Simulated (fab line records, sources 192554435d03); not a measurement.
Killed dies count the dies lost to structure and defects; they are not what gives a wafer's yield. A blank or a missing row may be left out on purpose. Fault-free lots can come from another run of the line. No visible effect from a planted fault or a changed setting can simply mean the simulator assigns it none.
Matching of chambers    flow n5-finfet    rie-diel-06 running N5_BEOL_M2_VIA_ETCH_34: 4 sister chambers
The step etches the open film in C4F6/O2, target depth 69.4 nm, time 65.9 s. 8 wafers are shown with their chamber, then 7 later ones without.

== WAFERS WITH THEIR CHAMBER ==
wafer   chamber  drypump-motor-current-A (A)  throttle-valve-pct (%)
L079.4  3        5.8                          30.67
L082.1  2        5.1                          31.03
L082.5  0        5.8                          31.06
L083.4  2        5.1                          31.01
L083.5  1        5.9                          31.10
L083.6  3        5.7                          30.68
L087.1  1        5.9                          31.11
L087.2  0        5.8                          31.06

== WAFERS WITH NO CHAMBER GIVEN ==
wafer   drypump-motor-current-A (A)  throttle-valve-pct (%)
L087.6  5.1                          31.03
L096.3  5.9                          31.15
L096.4  5.8                          30.78
L096.5  5.8                          30.81
L097.2  5.9                          31.14
L097.3  5.8                          30.71
L097.4  5.1                          31.07

== WHICH CHAMBER EACH WENT THROUGH ==
wafer    from the rows above   in truth
L087.6   2                     2
L096.3   1                     1
L096.4   3                     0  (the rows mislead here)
L096.5   3                     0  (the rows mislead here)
L097.2   1                     1
L097.3   3                     3
L097.4   2                     2
Placed correctly: 5 of 7. From these rows, 0 cannot be placed. Number placed wrongly: 2.
How it was worked out, from the rows above alone: a wafer's distance from a chamber is the root of the sum, over the readings, of the square of ((its reading less the chamber's mean) divided by the reading's scatter). The wafer belongs to the nearest chamber; if the next one is less than 2 further off, it can't be placed. For every chamber, the mean is computed from those of its wafers that are shown. The scatter: take each reading less its chamber's mean, square it, sum over the shown wafers, divide by the number of wafers less the number of chambers, and take the root.
